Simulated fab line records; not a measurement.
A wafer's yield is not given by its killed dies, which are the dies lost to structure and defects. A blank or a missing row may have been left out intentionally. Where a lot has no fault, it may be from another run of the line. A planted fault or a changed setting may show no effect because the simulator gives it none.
Split-lot study	flow n5Finfet	on a route of 1938 steps: 7 lots, 39 wafers read

## THE SPLIT ITSELF
At N5_DUMMY_GATE_ETCH_32 (etches SiO2 in CF4, target depth 3.5 nm, time 3.9 s), the setting timeS was moved away from the recipe's 3.9 s on 15 of the 39 wafers read, by -14.7% to +14.3%. The other wafers ran this setting at the recipe's value.

Reading taken at the split's own step.

## THE READING
etch.depthNm (the simulator's own value, which no gauge read), in nm, at N5_DUMMY_GATE_ETCH_32 (etches SiO2 in CF4, target depth 3.5 nm, time 3.9 s). No usual value for it is given in the file. The 24 wafers here that ran the recipe average 3.514 nm, standard deviation 0.042 nm.

wafer	tool, chamber at the split	timeS as run, s	against the recipe	etch.depthNm, nm	against lot-mates on the recipe
L076.1	rieSi-05, 1,0	3.9	recipe	3.512	-
L076.4	rieSi-05, 1,0	3.9	recipe	3.512	-
L076.2	rieSi-05, 3	3.9	recipe	3.516	-
L076.3	rieSi-05, 2	3.9	recipe	3.501	-
L076.5	rieSi-05, 1	3.9	recipe	3.503	-
L076.6	rieSi-05, 2	3.9	recipe	3.49	-
L081.1	rieSi-05, 3	3.9	recipe	3.501	-
L081.4	rieSi-05, 0	3.9	recipe	3.508	-
L081.5	rieSi-05, 1	3.9	recipe	3.537	-
L083.1	rieSi-02, 2	3.326	-14.7%	2.97	-0.531
L083.2	rieSi-02, 0	3.326	-14.7%	2.99	-0.511
L083.3	rieSi-02, 1	3.326	-14.7%	2.972	-0.529
L083.4	rieSi-02, 3	3.9	recipe	3.512	-
L083.5	rieSi-02, 1	3.9	recipe	3.461	-
L083.6	rieSi-02, 0	3.9	recipe	3.53	-
L084.1	rieSi-06, 2	3.9	recipe	3.563	-
L084.2	rieSi-06, 1	4.293	+10.1%	3.905	+0.315
L084.3	rieSi-06, 3	3.9	recipe	3.607	-
L084.4	rieSi-06, 0	4.293	+10.1%	3.89	+0.300
L084.5	rieSi-06, 3	3.9	recipe	3.6	-
L084.6	rieSi-06, 0	4.293	+10.1%	3.847	+0.257
L085.1	rieSi-05, 2	3.9	recipe	3.446	-
L085.2	rieSi-05, 0	3.357	-13.9%	2.99	-0.469
L085.3	rieSi-05, 1	3.357	-13.9%	3	-0.459
L085.4	rieSi-05, 3	3.9	recipe	3.455	-
L085.5	rieSi-05, 2	3.9	recipe	3.476	-
L085.6	rieSi-05, 3	3.357	-13.9%	2.992	-0.467
L087.1	rieSi-06, 1	4.458	+14.3%	3.99	+0.460
L087.2	rieSi-06, 3	3.9	recipe	3.596	-
L087.3	rieSi-06, 0	3.9	recipe	3.477	-
L087.4	rieSi-06, 2	4.458	+14.3%	4.008	+0.478
L087.5	rieSi-06, 2	3.9	recipe	3.517	-
L087.6	rieSi-06, 3	4.458	+14.3%	4.116	+0.586
L095.1	rieSi-05, 3	3.9	recipe	3.498	-
L095.2	rieSi-05, 0	3.38	-13.3%	3.046	-0.460
L095.3	rieSi-05, 1	3.9	recipe	3.533	-
L095.4	rieSi-05, 2	3.38	-13.3%	3.032	-0.474
L095.5	rieSi-05, 2	3.38	-13.3%	3.04	-0.466
L095.6	rieSi-05, 3	3.9	recipe	3.488	-
When a row names more than one chamber, that row covers several wafers, and the file does not tell which wafer ran in which chamber.

THE FIT
A straight line over all 39 wafers: etch.depthNm changes by +0.0365 nm for each +1% of timeS; r = +0.99; the points scatter about the line by 0.038 nm.
The same after taking each lot's own level away (the mean of its wafers on the recipe; 39 wafers): +0.0341 nm for each +1%; r = +0.99; scatter 0.031 nm.
Per that fit: largest timeS move, reading shift of 0.5 nm.
From 3.4590 to 3.5900 nm: that is the span of the lots' own levels, equal to 3.1 times the standard deviation above.
So the lot-to-lot level changes the slope little: the two slopes agree.
Check: -0.504 nm against its lot-mates is what the line predicts for one of the wafers moved furthest among these (-14.7%) when that wafer is left out of the fit. Against them it came out at -0.531 nm.

## OTHER SPLITS APPLIED TO THESE WAFERS
Other splits were also applied to these wafers ahead of the reading. Each is held against what the fit with the lots' levels taken away leaves over:
other split on the same wafers	wafers away from the commonest value	r with etch.depthNm (lot level and that fit taken away)
N5_DUMMY_GATE_HM_DEP_06 targetThkA	30	+0.09
N5_DUMMY_GATE_EXPOSE_12 doseMj	12	+0.21

## FILE'S OWN FIT
etch.depthNm changes by +0.0342 nm for each +1% of timeS, r = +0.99.
